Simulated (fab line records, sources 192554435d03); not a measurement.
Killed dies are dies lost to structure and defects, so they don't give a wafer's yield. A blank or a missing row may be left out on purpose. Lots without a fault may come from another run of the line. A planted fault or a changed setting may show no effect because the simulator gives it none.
fab line records | flow n5_finfet
record lots=4 wafers=12 last_day=16
route steps=1938 shown BEOL_M4@1099 BEOL_M5@1112 BEOL_M15@1821 PASSIVATION@1936
lots that met no fault: from a run of the same line without faults
start_h: hours from the record's first day to the start of the lot's first wafer shown | wait_h: hours since the lot's step before | " the same as in the row above | L1.1+2: a row that stands for several wafers | - no value, or no start given | * or withheld: withheld | < > ~ a bound
route shown NAME@n: a module of which the file shows steps, and the number in the route of the first | usual: mean/standard deviation of fault-free wafers | same: alike in all rows | chamber/n: place in a boat | sites: the reading at each site | _std_site: their standard deviation | _edge_site: outer sites' mean less inner sites' | radius_mm: how far each site lies from the wafer's centre | mask NAME#n: copy n | behind: the tool/chamber that last shaped the wafer | hold: why the lot was held/for how many hours/how that ended | device: the transistor (n, p or np) that didn't switch | end of line: the same wafers' tests at the end of the route | a step without rows: its recipe alone | killed: dies lost to structure and defects at the first sort, not the wafer's yield | map: a wafer's dies, x killed, . not, _ none there
set.NAME: the setting as run; set.NAME@STEP: as run at that earlier step | model.NAME: the simulator's own value behind a step, which no gauge read
lots at some steps of the route; a table a step, a row a wafer
## steps
# step N5_BEOL_M4_ANNEAL_95
# recipe temp_c=400 time_s=240 ambient=vacuum
# step N5_BEOL_M4_SPUTTER_96
# recipe material=Cu target_thk_a=45 temp_c=-20 chamber_pressure_pa=0.07 power_w=withheld time_s=8.29
# step N5_BEOL_M4_ECD_50
# recipe material=Cu target_thk_a=3000
# step N5_BEOL_M4_ANNEAL_51
# recipe temp_c=225 time_s=90 ambient=N2
# step N5_BEOL_M4_CMP_52
# recipe stop_on=SiOC t_overpolish_s=6.8 down_force_psi=1 platen_rpm=50 clearing_platen_down_force_psi=1.5 clearing_platen_rpm=50 post_cmp_clean=cu_alkaline target_thk_nm=40 clearing_platen_pad_velocity_m_s=0.99484 pad_velocity_m_s=0.99484
# step N5_BEOL_M4_PRE_CLEAN_60
# recipe gas=NH3/H2 time_s=15 temp_c=* rf_power_w=300
# step N5_BEOL_M4_CO_CAP_55
# recipe material=Co target_thk_a=20 temp_c=200 precursor=CCTBA/H2 pressure_torr=30 time_s=102.1
# step N5_BEOL_M4_PRE_CLEAN_56
# recipe gas=NH3 time_s=15 temp_c=withheld rf_power_w=300
# step N5_BEOL_M4_DEP_57
# recipe material=SiCN target_thk_a=80 temp_c=withheld precursor=3MS/NH3 pressure_torr=3 rf_w=202 time_s=14
# step N5_BEOL_M4_RC_MEAS_101
# usual DIBL_N=36.6/2.1 DIBL_P=36.3/2.2 IOFF_N=0.16/0.036 IOFF_P=0.21/0.038 ION_N=671/12 ION_P=460/7.5 SS_N=71.8/0.72 SS_P=73.3/0.72 VT_N=250/3.2 VT_P=-250/3.5
# columns lot.wafer tool chamber start_h wait_h DIBL_N[mV/V] DIBL_P[mV/V] IOFF_N[nA/um] IOFF_P[nA/um] ION_N[uA/um] ION_P[uA/um] SS_N[mV/dec] SS_P[mV/dec] VT_N[mV] VT_P[mV]
L581.2 prober-02 0 212.71 0.2 40.5 39.7 0.24 0.29 704 478 71.8 74.3 242 -245
L581.4 " 0 " " 37.3 36.8 0.15 0.24 663 464 72.6 73.3 251 -247
L581.5 " 0 " " 36.8 36.2 0.15 0.24 663 458 71.6 73.5 249 -248
L584.3 prober-01 0 223.83 0.3 36.1 36.4 0.18 0.26 682 473 71.9 72.5 248 -244
L584.5 " 0 " " 35.9 36.6 0.17 0.26 670 460 71.7 73.4 248 -245
L584.6 " 0 " " 36.5 36.7 0.19 0.25 692 476 71.7 73.0 247 -244
L586.1 prober-01 0 227.04 0.0 38.6 38.7 0.20 0.24 673 466 72.2 73.7 247 -247
L586.5 " 0 " " 36.8 36.3 0.17 0.21 682 465 71.4 73.0 246 -249
L586.6 " 0 " " 38.1 38.7 0.19 0.25 665 456 72.6 73.9 247 -248
L592.3 prober-02 0 275.32 0.3 33.5 34.4 0.12 0.17 661 449 71.8 71.9 253 -254
L592.5 " 0 " " 36.6 37.1 0.17 0.21 667 452 71.8 74.0 251 -250
L592.6 " 0 " " 34.3 34.8 0.14 0.18 676 463 71.0 72.6 250 -251
# step N5_BEOL_M5_ILD_DEP_00
# recipe material=SiCOH_lowk target_thk_a=1406.4 temp_c=300 precursor=DEMS/porogen pressure_torr=5 rf_w=500 time_s=25.9
# step N5_BEOL_M5_CURE_79
# recipe temp_c=385 time_s=240 ambient=He/Ar material=SiCOH_lowk
# step N5_BEOL_M5_PECVD_70
# recipe material=SiO2 target_thk_a=160 temp_c=400 precursor=TEOS/O2 pressure_torr=5.5 rf_w=450 teos_flow_sccm=53.8 gas=O2 flow_sccm=3000 time_s=18
# step N5_BEOL_M5_HM_DEP_02
# recipe material=TiN target_thk_a=200 temp_c=25 chamber_pressure_pa=0.49996
# step N5_BEOL_M5_COAT_59
# recipe resist=SOC temp_c=250 time_s=60 spin_rpm=1500 resist_thk_nm=60
# step N5_BEOL_M5_COAT_60
# recipe resist=SiARC temp_c=220 time_s=60 spin_rpm=1500 resist_thk_nm=12
# step N5_BEOL_M5_COAT_71
# recipe resist=underlayer temp_c=205 time_s=60 spin_rpm=1500 resist_thk_nm=5
# step N5_BEOL_M5_COAT_05
# recipe resist=CAR-EUV spin_rpm=1500 resist_thk_nm=30
# step N5_BEOL_M5_EBR_07
# recipe solvent=PGMEA ebr_width_mm=1.5
# step N5_BEOL_M5_SOFTBAKE_06
# recipe temp_c=110 time_s=60 resist=CAR-EUV
# step N5_BEOL_M5_EXPOSE_08
# recipe mask_id=M5 na=0.33 source_shape=annular sigma_inner=0.4 sigma_outer=0.8 polarization=unpolarized target_cd_nm=28 dose_mj=35.75
# step N5_BEOL_M5_PEB_09
# recipe peb_temp_c=100 peb_time_s=60 resist=CAR-EUV
# step N5_BEOL_M5_DEVELOP_10
# recipe develop_time_s=30 developer=TMAH resist=CAR-EUV rinse_liquid=surfactant_rinse dry=air_spin dev_temp_c=23
# step N5_BEOL_M5_DESCUM_16
# recipe chemistry=O2 time_s=7 source_power_w=50 bias_power_w=20 pressure_mtorr=20 rf_frequency_hz=2.712e+07 temp_c=40 resist=CAR-EUV o2_flow_sccm=225
# step N5_BEOL_M5_ETCH_72
# recipe chemistry=N2/H2 target=underlayer target_depth_a=65 mask_material=CAR-EUV time_s=5.2 ion_energy_ev=200 pressure_mtorr=30 source_w=840 bias_w=150 n2_flow_sccm=200 h2_flow_sccm=200 ends=cleared
# step N5_BEOL_M5_ETCH_61
# recipe chemistry=CF4 target=SiARC target_depth_a=156 mask_material=CAR-EUV time_s=26 ion_energy_ev=80 pressure_mtorr=40 source_w=545 bias_w=36 Ar_flow_sccm=100 cf4_flow_sccm=100 ends=cleared
# step N5_BEOL_M5_ETCH_62
# recipe chemistry=N2/H2 target=SOC target_depth_a=750 overetch_a=150 mask_material=SiARC temp_c=40 time_s=112.5 ion_energy_ev=200 pressure_mtorr=30 source_w=840 bias_w=150 n2_flow_sccm=200 h2_flow_sccm=200
# step N5_BEOL_M5_STRIP_63
# recipe chemistry=N2/H2 temp_c=40 n2_flow_sccm=200 h2_flow_sccm=200 rf_frequency_hz=6e+07
# step N5_BEOL_M5_STRIP_73
# recipe chemistry=N2/H2 temp_c=40 n2_flow_sccm=200 h2_flow_sccm=200 rf_frequency_hz=6e+07
# step N5_BEOL_M5_STRIP_64
# recipe chemistry=CF4 resist=SiARC power_w=300 bias_power_w=75 pressure_mtorr=50 cf4_flow_sccm=150 rf_frequency_hz=6e+07
# step N5_BEOL_M5_HM_OPEN_17
# recipe chemistry=Cl2/BCl3 target_depth_a=200 overetch_a=60 target=TiN mask_material=SOC ion_energy_ev=150 pressure_mtorr=10 icp_w=1000 bias_w=126 Cl2_flow_sccm=53.25 bcl3_flow_sccm=21.75 Ar_flow_sccm=25
# step N5_BEOL_M5_STRIP_19
# recipe chemistry=O2 power_w=400 temp_c=40 pressure_mtorr=30 rf_frequency_hz=6e+07 bias_power_w=0 overash_fraction=0.2 o2_flow_sccm=225
# step N5_BEOL_M5_COAT_65
# recipe resist=SOC temp_c=250 time_s=60 spin_rpm=1500 resist_thk_nm=60
# step N5_BEOL_M5_COAT_66
# recipe resist=SiARC temp_c=220 time_s=60 spin_rpm=1500 resist_thk_nm=12
# step N5_BEOL_M15_SPUTTER_45
# recipe material=Cu target_thk_a=1000 temp_c=-20 bias_v=60 power_w=26000 chamber_pressure_pa=0.13 time_s=16.67
# usual bias_v=60.1/0.65 cathode_dc_power_W=26000/4.7 throttle_valve_pct=29.9/0.92
# columns lot.wafer tool chamber start_h wait_h bias_v cathode_dc_power_W throttle_valve_pct
L581.2 pvd_sputter-01 - 296.69 0.0 - - -
L581.4 " - " " - - -
L581.5 " - " " - - -
L584.3 pvd_sputter-01 - 308.95 0.0 - - -
L584.5 " - " " - - -
L584.6 " - " " - - -
L586.1 pvd_sputter-03 - 312.33 0.0 60.6 26002 30.2
L586.5 " - " " 59.8 26007 30.7
L586.6 " - " " 60.8 26001 30.1
L592.3 pvd_sputter-01 - 361.41 0.0 60.5 26001 30.4
L592.5 " - " " 60.6 26004 28.0
L592.6 " - " " 59.6 25999 31.0
# step N5_BEOL_M15_THK_MEAS_50
# recipe thk_meas_gauge=xrf reads=Cu_of_BEOL_M15_ECD_47
# usual M15_THK=861/18
# columns lot.wafer tool chamber start_h wait_h M15_THK[nm]
L581.2 film_metro-02 - 297.64 - -
L581.4 " - " " -
L581.5 " - " " -
L584.3 film_metro-01 - 309.90 - -
L584.5 " - " " -
L584.6 " - " " -
L586.1 film_metro-01 - 313.28 - 870
L586.5 " - " " 855
L586.6 " - " " 857
L592.3 film_metro-01 - 362.77 - 850
L592.5 " - " " 854
L592.6 " - " " 854
# step N5_BEOL_M15_RS_MEAS_54
# recipe thk_meas_gauge=four-point-probe reads=Cu_of_BEOL_M15_ECD_47+Ta_of_BEOL_M15_SPUTTER_44+TaN_of_BEOL_M15_SPUTTER_43
# usual M15_RS=0.0214/0.00043
# columns lot.wafer tool chamber start_h wait_h M15_RS[ohm/sq]
L581.2 film_metro-02 - 297.77 0.1 33.215
L581.4 " - " " 32.752
L581.5 " - " " 31.744
L584.3 film_metro-02 - 310.03 0.1 32.137
L584.5 " - " " 31.349
L584.6 " - " " 32.683
L586.1 film_metro-02 - 313.41 0.0 0.0213
L586.5 " - " " 0.0216
L586.6 " - " " 0.0216
L592.3 film_metro-01 - 362.90 0.1 0.0217
L592.5 " - " " 0.0214
L592.6 " - " " 0.0215
# step N5_PASSIVATION_PROBE_49
# usual defect_limited_yield=91.1/1.4 killed_at_M0_to_M3=33/9.1 killed_at_M4_up=14/5.6 killed_at_contacts=13/5.7 killed_at_front_end=42/12 killed_at_other=4/3 killed_dies=105/16 killed_on_rim=13/4 killed_open=69/11 killed_short=34/7.5 sort_bin_5_function=5.2/0.91 sort_bin_6_memory=3.3/0.64 sort_n_pass=1075/16 sort_yield_pct=91.1/1.4
# same gross_dies=1180 killed_at_back_side=0 sort_bin_4_leakage[%]=0 sort_bin_8_speed[%]=0
# columns lot.wafer tool chamber start_h wait_h defect_limited_yield[%] killed_at_M0_to_M3 killed_at_M4_up killed_at_contacts killed_at_front_end killed_at_other killed_dies killed_on_rim killed_open killed_short sort_bin_5_function[%] sort_bin_6_memory[%] sort_n_pass sort_yield_pct[%]
L581.2 prober-01 - 311.06 0.2 0 36 1077 17 44 6 1180 152 76 38 95.3 4.2 0 0
L581.4 prober-01 - 311.16 0.3 0 27 1104 10 38 1 1180 152 65 33 96.9 2.4 0 0
L581.5 prober-01 - 311.21 0.4 0 22 1104 11 42 1 1180 152 66 22 97.0 2.8 0 0
L584.3 prober-01 - 323.15 0.1 0 14 1100 21 43 2 1180 152 54 38 96.6 3.1 0 0
L584.5 prober-01 - 323.25 0.2 0 29 1095 16 39 1 1180 152 54 33 96.9 2.9 0 0
L584.6 prober-01 - 323.30 0.3 0 29 1099 17 30 5 1180 152 56 36 97.4 2.4 0 0
L586.1 prober-02 - 326.50 0.0 91.9 31 10 14 33 7 95 9 66 29 3.8 4.0 1085 91.9
L586.5 prober-02 - 326.70 0.2 91.5 30 14 11 37 8 100 11 73 25 5.1 3.0 1080 91.5
L586.6 prober-02 - 326.75 0.3 90.5 53 24 7 25 3 112 7 78 34 4.9 4.3 1068 90.5
L592.3 prober-01 - 378.34 0.1 90.5 26 24 11 45 6 112 16 72 39 5.8 3.3 1068 90.5
L592.5 prober-01 - 378.44 0.2 88.4 44 15 15 56 7 137 17 91 46 7.1 4.2 1043 88.4
L592.6 prober-01 - 378.49 0.3 89.1 23 22 15 60 9 129 17 82 46 6.8 3.7 1051 89.1
# killed by level:class
L581.2 BEOL_M15:area_sputter=542 BEOL_M15:area_ecd=524 MOL_CONTACT_COAG:geometric_particle:open=13 BEOL_M0_SAQP:geometric_particle:open=13 BEOL_M0_SAQP:geometric_particle:short=8 FIN_SAQP:geometric_particle:short=7 FIN_SAQP:geometric_particle:open=7 BEOL_M3:geometric_particle:open=7
L581.4 BEOL_M15:area_sputter=541 BEOL_M15:area_ecd=540 BEOL_M4:geometric_particle:open=12 STI_FIN_REVEAL:geometric_particle:open=10 MOL_CONTACT_COAG:geometric_particle:open=10 FIN_SAQP:geometric_particle:short=9 BEOL_M0_SAQP:geometric_particle:short=7 BEOL_M0_SAQP:geometric_particle:open=5
L581.5 BEOL_M15:area_sputter=591 BEOL_M15:area_ecd=500 STI_FIN_REVEAL:geometric_particle:open=15 MOL_CONTACT_COAG:geometric_particle:open=10 BEOL_M4:geometric_particle:open=6 FIN_SAQP:geometric_particle:open=5 DUMMY_GATE:geometric_particle:open=5 BEOL_M0_SAQP:geometric_particle:short=4
L584.3 BEOL_M15:area_ecd=554 BEOL_M15:area_sputter=534 MOL_CONTACT_COAG:geometric_particle:open=17 FIN_SAQP:geometric_particle:short=8 FIN_SAQP:geometric_particle:open=7 STARTING-WAFER:geometric_particle:short=7 GATE_CUT:geometric_particle:short=6 STI_FIN_REVEAL:geometric_particle:open=5
L584.5 BEOL_M15:area_ecd=570 BEOL_M15:area_sputter=521 MOL_CONTACT_COAG:geometric_particle:open=14 FIN_SAQP:geometric_particle:short=8 STI_FIN_REVEAL:geometric_particle:open=8 BEOL_M2:geometric_particle:open=7 BEOL_M0_SAQP:geometric_particle:short=6 DUMMY_GATE:geometric_particle:open=5
L584.6 BEOL_M15:area_sputter=576 BEOL_M15:area_ecd=512 MOL_CONTACT_COAG:geometric_particle:open=13 FIN_SAQP:geometric_particle:short=8 BEOL_M0_SAQP:geometric_particle:open=8 GATE_CUT:geometric_particle:short=6 BEOL_M2:geometric_particle:open=6 STI_FIN_REVEAL:geometric_particle:open=5
L586.1 BEOL_M0_SAQP:geometric_particle:open=12 MOL_CONTACT_COAG:geometric_particle:open=10 DUMMY_GATE:geometric_particle:open=9 FIN_SAQP:geometric_particle:open=8 BEOL_M0_SAQP:geometric_particle:short=7 BEOL_M3:geometric_particle:open=7 FIN_SAQP:geometric_particle:short=4 MOL_CONTACT_COAG:geometric_particle:short=4
L586.5 MOL_CONTACT_COAG:geometric_particle:open=10 BEOL_M4:geometric_particle:open=10 FIN_SAQP:geometric_particle:open=8 ILD0:geometric_particle:open=7 BEOL_M0_SAQP:geometric_particle:open=7 FIN_SAQP:geometric_particle:short=5 DUMMY_GATE:geometric_particle:open=5 BEOL_M3:geometric_particle:open=5
L586.6 BEOL_M0_SAQP:geometric_particle:short=13 BEOL_M4:geometric_particle:open=12 BEOL_M3:geometric_particle:open=11 BEOL_M1:geometric_particle:open=8 STI_FIN_REVEAL:geometric_particle:open=7 BEOL_M0_SAQP:geometric_particle:open=7 MOL_CONTACT_COAG:geometric_particle:open=7 BEOL_M2:geometric_particle:open=5
L592.3 BEOL_M4:geometric_particle:open=13 FIN_SAQP:geometric_particle:short=12 FIN_SAQP:geometric_particle:open=12 MOL_CONTACT_COAG:geometric_particle:open=8 BEOL_M1:geometric_particle:open=5 BEOL_M3:geometric_particle:open=5 DUMMY_GATE:geometric_particle:open=4 ILD0:geometric_particle:short=4
L592.5 STI_FIN_REVEAL:geometric_particle:open=18 FIN_SAQP:geometric_particle:open=12 MOL_CONTACT_COAG:geometric_particle:open=12 BEOL_M4:geometric_particle:open=10 BEOL_M2:geometric_particle:open=9 FIN_SAQP:geometric_particle:short=8 BEOL_M3:geometric_particle:open=8 BEOL_M0_SAQP:geometric_particle:short=8
L592.6 BEOL_M4:geometric_particle:open=14 MOL_CONTACT_COAG:geometric_particle:open=14 FIN_SAQP:geometric_particle:short=12 FIN_SAQP:geometric_particle:open=12 STI_FIN_REVEAL:geometric_particle:open=9 BEOL_M3:geometric_particle:open=8 BEOL_M0_SAQP:geometric_particle:short=7 GATE_CUT:geometric_particle:short=6
# map L581.2 (x killed, . not)
_________________xxxxxxxxxxxx________________
______________xxxxxxxxxxxxxxxxxx_____________
___________xxxxxxxxxxxxxxxxxxxxxxxx__________
__________xxxxxxxxxxxxxxxxxxxxxxxxxx_________
________xxxxxxxxxxxxxxxxxxxxxxxxxxxxxx_______
_______xxxxxxxxxxxxxxxxxxxxxxxxxxxxxxxx______
______xxxxxxxxxxxxxxxxxxxxxxxxxxxxxxxxxx_____
_____xxxxxxxxxxxxxxxxxxxxxxxxxxxxxxxxxxxx____
____xxxxxxxxxxxxxxxxxxxxxxxxxxxxxxxxxxxxxx___
___xxxxxxxxxxxxxxxxxxxxxxxxxxxxxxxxxxxxxxxx__
___xxxxxxxxxxxxxxxxxxxxxxxxxxxxxxxxxxxxxxxx__
__xxxxxxxxxxxxxxxxxxxxxxxxxxxxxxxxxxxxxxxxxx_
__xxxxxxxxxxxxxxxxxxxxxxxxxxxxxxxxxxxxxxxxxx_
_xxxxxxxxxxxxxxxxxxxxxxxxxxxxxxxxxxxxxxxxxxxx
_xxxxxxxxxxxxxxxxxxxxxxxxxxxxxxxxxxxxxxxxxxxx
_xxxxxxxxxxxxxxxxxxxxxxxxxxxxxxxxxxxxxxxxxxxx
_xxxxxxxxxxxxxxxxxxxxxxxxxxxxxxxxxxxxxxxxxxxx
_xxxxxxxxxxxxxxxxxxxxxxxxxxxxxxxxxxxxxxxxxxxx
_xxxxxxxxxxxxxxxxxxxxxxxxxxxxxxxxxxxxxxxxxxxx
_xxxxxxxxxxxxxxxxxxxxxxxxxxxxxxxxxxxxxxxxxxxx
_xxxxxxxxxxxxxxxxxxxxxxxxxxxxxxxxxxxxxxxxxxxx
__xxxxxxxxxxxxxxxxxxxxxxxxxxxxxxxxxxxxxxxxxx_
__xxxxxxxxxxxxxxxxxxxxxxxxxxxxxxxxxxxxxxxxxx_
___xxxxxxxxxxxxxxxxxxxxxxxxxxxxxxxxxxxxxxxx__
___xxxxxxxxxxxxxxxxxxxxxxxxxxxxxxxxxxxxxxxx__
____xxxxxxxxxxxxxxxxxxxxxxxxxxxxxxxxxxxxxx___
_____xxxxxxxxxxxxxxxxxxxxxxxxxxxxxxxxxxxx____
______xxxxxxxxxxxxxxxxxxxxxxxxxxxxxxxxxx_____
_______xxxxxxxxxxxxxxxxxxxxxxxxxxxxxxxx______
________xxxxxxxxxxxxxxxxxxxxxxxxxxxxxx_______
__________xxxxxxxxxxxxxxxxxxxxxxxxxx_________
___________xxxxxxxxxxxxxxxxxxxxxxxx__________
______________xxxxxxxxxxxxxxxxxx_____________
_________________xxxxxxxxxxxx________________
# map L584.3 (x killed, . not)
_________________xxxxxxxxxxxx________________
______________xxxxxxxxxxxxxxxxxx_____________
___________xxxxxxxxxxxxxxxxxxxxxxxx__________
__________xxxxxxxxxxxxxxxxxxxxxxxxxx_________
________xxxxxxxxxxxxxxxxxxxxxxxxxxxxxx_______
_______xxxxxxxxxxxxxxxxxxxxxxxxxxxxxxxx______
______xxxxxxxxxxxxxxxxxxxxxxxxxxxxxxxxxx_____
_____xxxxxxxxxxxxxxxxxxxxxxxxxxxxxxxxxxxx____
____xxxxxxxxxxxxxxxxxxxxxxxxxxxxxxxxxxxxxx___
___xxxxxxxxxxxxxxxxxxxxxxxxxxxxxxxxxxxxxxxx__
___xxxxxxxxxxxxxxxxxxxxxxxxxxxxxxxxxxxxxxxx__
__xxxxxxxxxxxxxxxxxxxxxxxxxxxxxxxxxxxxxxxxxx_
__xxxxxxxxxxxxxxxxxxxxxxxxxxxxxxxxxxxxxxxxxx_
_xxxxxxxxxxxxxxxxxxxxxxxxxxxxxxxxxxxxxxxxxxxx
_xxxxxxxxxxxxxxxxxxxxxxxxxxxxxxxxxxxxxxxxxxxx
_xxxxxxxxxxxxxxxxxxxxxxxxxxxxxxxxxxxxxxxxxxxx
_xxxxxxxxxxxxxxxxxxxxxxxxxxxxxxxxxxxxxxxxxxxx
_xxxxxxxxxxxxxxxxxxxxxxxxxxxxxxxxxxxxxxxxxxxx
_xxxxxxxxxxxxxxxxxxxxxxxxxxxxxxxxxxxxxxxxxxxx
_xxxxxxxxxxxxxxxxxxxxxxxxxxxxxxxxxxxxxxxxxxxx
_xxxxxxxxxxxxxxxxxxxxxxxxxxxxxxxxxxxxxxxxxxxx
__xxxxxxxxxxxxxxxxxxxxxxxxxxxxxxxxxxxxxxxxxx_
__xxxxxxxxxxxxxxxxxxxxxxxxxxxxxxxxxxxxxxxxxx_
___xxxxxxxxxxxxxxxxxxxxxxxxxxxxxxxxxxxxxxxx__
___xxxxxxxxxxxxxxxxxxxxxxxxxxxxxxxxxxxxxxxx__
____xxxxxxxxxxxxxxxxxxxxxxxxxxxxxxxxxxxxxx___
_____xxxxxxxxxxxxxxxxxxxxxxxxxxxxxxxxxxxx____
______xxxxxxxxxxxxxxxxxxxxxxxxxxxxxxxxxx_____
_______xxxxxxxxxxxxxxxxxxxxxxxxxxxxxxxx______
________xxxxxxxxxxxxxxxxxxxxxxxxxxxxxx_______
__________xxxxxxxxxxxxxxxxxxxxxxxxxx_________
___________xxxxxxxxxxxxxxxxxxxxxxxx__________
______________xxxxxxxxxxxxxxxxxx_____________
_________________xxxxxxxxxxxx________________
## key
first_sign step=N5_BEOL_M15_SPUTTER_45 reading=tool_record direction=missing
effect step=N5_BEOL_M15_THK_MEAS_50 reading=M15_THK direction=missing
effect step=N5_BEOL_M15_RS_MEAS_54 reading=M15_RS direction=up sigmas=99+ usual=0.0214 struck=32.313
effect step=N5_PASSIVATION_PROBE_49 reading=killed_at_M4_up direction=up sigmas=99+ usual=14 struck=1096
more_kills_born_at N5_BEOL_M15_SPUTTER_45@pvd_sputter-01=3305 N5_BEOL_M15_ECD_47@ecd_cu-02=3200
met_at N5_BEOL_M15_SPUTTER_45
struck_wafers L581.2,L581.4,L581.5,L584.3,L584.5,L584.6
later_rows_left_out L581.2,L581.4,L581.5,L584.3,L584.5,L584.6
fault kind=skipped_step_whole tool=pvd_sputter-01,pvd_sputter-03 chamber=- onset_h=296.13 steps=N5_BEOL_M15_SPUTTER_45 scope=struck_lots_only
# later_rows_left_out: the simulator's readings of these wafers behind a module that went badly wrong aren't trusted and aren't shown, but for the sort
